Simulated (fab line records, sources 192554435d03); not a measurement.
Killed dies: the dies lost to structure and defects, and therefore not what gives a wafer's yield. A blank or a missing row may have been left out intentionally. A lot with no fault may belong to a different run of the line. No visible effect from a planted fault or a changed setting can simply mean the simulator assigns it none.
Split-lot study :: flow n5 finfet :: on a route of 1938 steps: 7 lots, 21 wafers read

## SPLIT DETAILS
At N5_MIM_BOT_LITHO_EXPOSE_05 (exposes mask MIM BOT), the setting dose mj was moved away from the recipe's 24.25 on 4 of the 21 wafers read, by -5.0% to +7.1%. For the rest of the wafers, this setting stayed at what the recipe calls for.

## FROM THE SPLIT TO THE READING: what the file shows between them, 3 steps
- N5_MIM_BOT_LITHO_PEB_06
- N5_MIM_BOT_LITHO_DEVELOP_07: develop time 60 s
- N5_MIM_BOT_LITHO_HARDBAKE_09: time 120 s

## THE READING
Shown in nm: cd nm at N5_MIM_BOT_LITHO_CD_MEAS_08, with target cd 3000 nm. Typical for fault-free wafers on this fab line: 2999.8 nm, with standard deviation 1.9 nm.

wafer: L074.1
tool, chamber at the split: krf scanner-02, 0
dose mj as run: 24.25
against the recipe: recipe
cd nm, nm: 3002.8
against lot-mates on the recipe: -

wafer: L074.3
tool, chamber at the split: krf scanner-02, 0
dose mj as run: 24.25
against the recipe: recipe
cd nm, nm: 3002.0
against lot-mates on the recipe: -

wafer: L074.5
tool, chamber at the split: krf scanner-02, 0
dose mj as run: 24.25
against the recipe: recipe
cd nm, nm: 3001.3
against lot-mates on the recipe: -

wafer: L076.2
tool, chamber at the split: krf scanner-01, 0
dose mj as run: 24.25
against the recipe: recipe
cd nm, nm: 2996.6
against lot-mates on the recipe: -

wafer: L076.3
tool, chamber at the split: krf scanner-01, 0
dose mj as run: 24.25
against the recipe: recipe
cd nm, nm: 2996.7
against lot-mates on the recipe: -

wafer: L076.5
tool, chamber at the split: krf scanner-01, 0
dose mj as run: 23.54
against the recipe: -2.9%
cd nm, nm: 2992.6
against lot-mates on the recipe: -4.0

wafer: L082.4
tool, chamber at the split: krf scanner-02, 0
dose mj as run: 23.03
against the recipe: -5.0%
cd nm, nm: 2990.7
against lot-mates on the recipe: -8.4

wafer: L082.5
tool, chamber at the split: krf scanner-02, 0
dose mj as run: 23.03
against the recipe: -5.0%
cd nm, nm: 2989.9
against lot-mates on the recipe: -9.2

wafer: L082.6
tool, chamber at the split: krf scanner-02, 0
dose mj as run: 24.25
against the recipe: recipe
cd nm, nm: 2999.1
against lot-mates on the recipe: -

wafer: L083.1
tool, chamber at the split: krf scanner-02, 0
dose mj as run: 24.25
against the recipe: recipe
cd nm, nm: 2997.9
against lot-mates on the recipe: -

wafer: L083.3
tool, chamber at the split: krf scanner-02, 0
dose mj as run: 24.25
against the recipe: recipe
cd nm, nm: 2997.4
against lot-mates on the recipe: -

wafer: L083.5
tool, chamber at the split: krf scanner-02, 0
dose mj as run: 24.25
against the recipe: recipe
cd nm, nm: 3001.0
against lot-mates on the recipe: -

wafer: L084.2
tool, chamber at the split: krf scanner-01, 0
dose mj as run: 24.25
against the recipe: recipe
cd nm, nm: 3000.2
against lot-mates on the recipe: -

wafer: L084.3
tool, chamber at the split: krf scanner-01, 0
dose mj as run: 24.25
against the recipe: recipe
cd nm, nm: 3002.1
against lot-mates on the recipe: -

wafer: L084.4
tool, chamber at the split: krf scanner-01, 0
dose mj as run: 24.25
against the recipe: recipe
cd nm, nm: 3002.3
against lot-mates on the recipe: -

wafer: L088.1
tool, chamber at the split: krf scanner-01, 0
dose mj as run: 24.25
against the recipe: recipe
cd nm, nm: 3004.5
against lot-mates on the recipe: -

wafer: L088.2
tool, chamber at the split: krf scanner-01, 0
dose mj as run: 24.25
against the recipe: recipe
cd nm, nm: 3003.2
against lot-mates on the recipe: -

wafer: L088.3
tool, chamber at the split: krf scanner-01, 0
dose mj as run: 24.25
against the recipe: recipe
cd nm, nm: 3001.8
against lot-mates on the recipe: -

wafer: L090.1
tool, chamber at the split: krf scanner-02, 0
dose mj as run: 25.97
against the recipe: +7.1%
cd nm, nm: 3009.2
against lot-mates on the recipe: +10.8

wafer: L090.2
tool, chamber at the split: krf scanner-02, 0
dose mj as run: 24.25
against the recipe: recipe
cd nm, nm: 2997.9
against lot-mates on the recipe: -

wafer: L090.4
tool, chamber at the split: krf scanner-02, 0
dose mj as run: 24.25
against the recipe: recipe
cd nm, nm: 2998.8
against lot-mates on the recipe: -

FIT RESULTS
A straight line over all 21 wafers: cd nm changes by +1.68 nm for each +1% of dose mj; r = +0.85; the points scatter about the line by 2.5 nm.
The same after taking each lot's own level away (the mean of its wafers on the recipe; 21 wafers): +1.62 nm for each +1%; r = +0.97; scatter 0.96 nm.
According to that fit, moving dose mj by its largest amount changes the reading by 11 nm.
The span of the lots' own levels, 2996.65 to 3003.17 nm, comes to 3.4 times the standard deviation stated above.
The two slopes agree, so the slope changes little with the lot-to-lot level.
Check: for one of the wafers moved furthest among these (+7.1%), held out of the fit, the line's prediction against its lot-mates is +12.1 nm. It came out at +10.8 nm against them.

## THESE WAFERS: OTHER SPLITS
These wafers also went through other splits before the reading. Each is held against what the fit with the lots' levels taken away leaves over:
other split on the same wafers: N5_BEOL_M14_DEP_53 time s
wafers away from the commonest value: 5
r with cd nm (lot level and that fit taken away): +0.21

other split on the same wafers: N5_BEOL_M15_TRENCH_ETCH_34 time s
wafers away from the commonest value: 8
r with cd nm (lot level and that fit taken away): -0.32

other split on the same wafers: N5_BEOL_M15_SPUTTER_44 power w
wafers away from the commonest value: 7
r with cd nm (lot level and that fit taken away): -0.34

## THE FILE'S OWN FIT
cd nm changes by +1.58 nm for each +1% of dose mj, r = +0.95.
